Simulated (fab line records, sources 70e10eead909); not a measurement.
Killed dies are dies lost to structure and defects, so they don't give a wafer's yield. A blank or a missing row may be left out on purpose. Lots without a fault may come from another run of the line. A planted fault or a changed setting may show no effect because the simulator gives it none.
Chamber matching | flow nand_harc | NHARC_A_M1_DESCUM_14 on rie_diel-07: 4 sister chambers
The step chemistry O2, time 3 s. 16 wafers are shown with their chamber, then 8 later ones without.

WAFERS WITH THEIR CHAMBER
wafer  | chamber | drypump_motor_current_A (A) | rf_vpp_V (V) | throttle_valve_pct (%)
L075.1 | 2       | 6.17                        | 58.0         | 11.309
L075.4 | 3       | 5.91                        | 57.6         | 11.305
L075.5 | 1       | 6.09                        | 58.5         | 11.318
L079.3 | 3       | 5.91                        | 56.7         | 11.312
L079.4 | 0       | 5.49                        | 57.5         | 11.303
L079.5 | 1       | 6.06                        | 57.7         | 11.304
L083.1 | 3       | 5.93                        | 56.2         | 11.298
L083.2 | 1       | 6.09                        | 57.0         | 11.319
L083.6 | 1       | 6.06                        | 57.8         | 11.299
L084.1 | 0       | 5.52                        | 57.3         | 11.318
L084.5 | 1       | 6.06                        | 58.5         | 11.320
L084.6 | 0       | 5.53                        | 57.0         | 11.317
L091.2 | 1       | 6.06                        | 58.5         | 11.301
L091.5 | 2       | 6.16                        | 59.4         | 11.307
L091.6 | 1       | 6.06                        | 59.7         | 11.323
L093.2 | 0       | 5.51                        | 58.3         | 11.323

SIGNATURES (means of the wafers above)
reading                 | chamber 0 | chamber 1 | chamber 2 | chamber 3 | scatter within a chamber
drypump_motor_current_A | 5.5125    | 6.0686    | 6.1650    | 5.9167    | 0.0144
rf_vpp_V                | 57.525    | 58.243    | 58.700    | 56.833    | 0.778
throttle_valve_pct      | 11.31525  | 11.31200  | 11.30800  | 11.30500  | 0.00887
Rule: a wafer's distance from a chamber is the root of the sum, over the readings, of the square of ((its reading less the chamber's mean) divided by the reading's scatter). The wafer belongs to the nearest chamber; if the next one is less than 2 further off, it can't be placed. The scatter: the root of (the sum of the squares of (reading less its chamber's mean) over the shown wafers, divided by (wafers less chambers)).

WAFERS WITHOUT THEIR CHAMBER
wafer  | drypump_motor_current_A (A) | rf_vpp_V (V) | throttle_valve_pct (%)
L093.4 | 5.92                        | 58.7         | 11.300
L093.5 | 6.07                        | 58.8         | 11.292
L096.1 | 5.48                        | 56.5         | 11.324
L096.2 | 6.11                        | 60.3         | 11.314
L096.5 | 6.06                        | 59.9         | 11.315
L097.3 | 6.13                        | 57.6         | 11.298
L097.4 | 6.05                        | 58.1         | 11.306
L097.5 | 6.17                        | 57.1         | 11.321

WHICH CHAMBER EACH WENT THROUGH
wafer  | from the rows above     | in truth
L093.4 | 3                       | 3
L093.5 | 1                       | 1
L096.1 | 0                       | 0
L096.2 | can't be placed: 1 or 2 | 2
L096.5 | 1                       | 1
L097.3 | can't be placed: 2 or 1 | 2
L097.4 | 1                       | 1
L097.5 | 2                       | 2
Placed correctly: 6 of 8. Can't be placed from these rows: 2 (the true chamber is among the candidates in 2). Placed wrongly: 0.
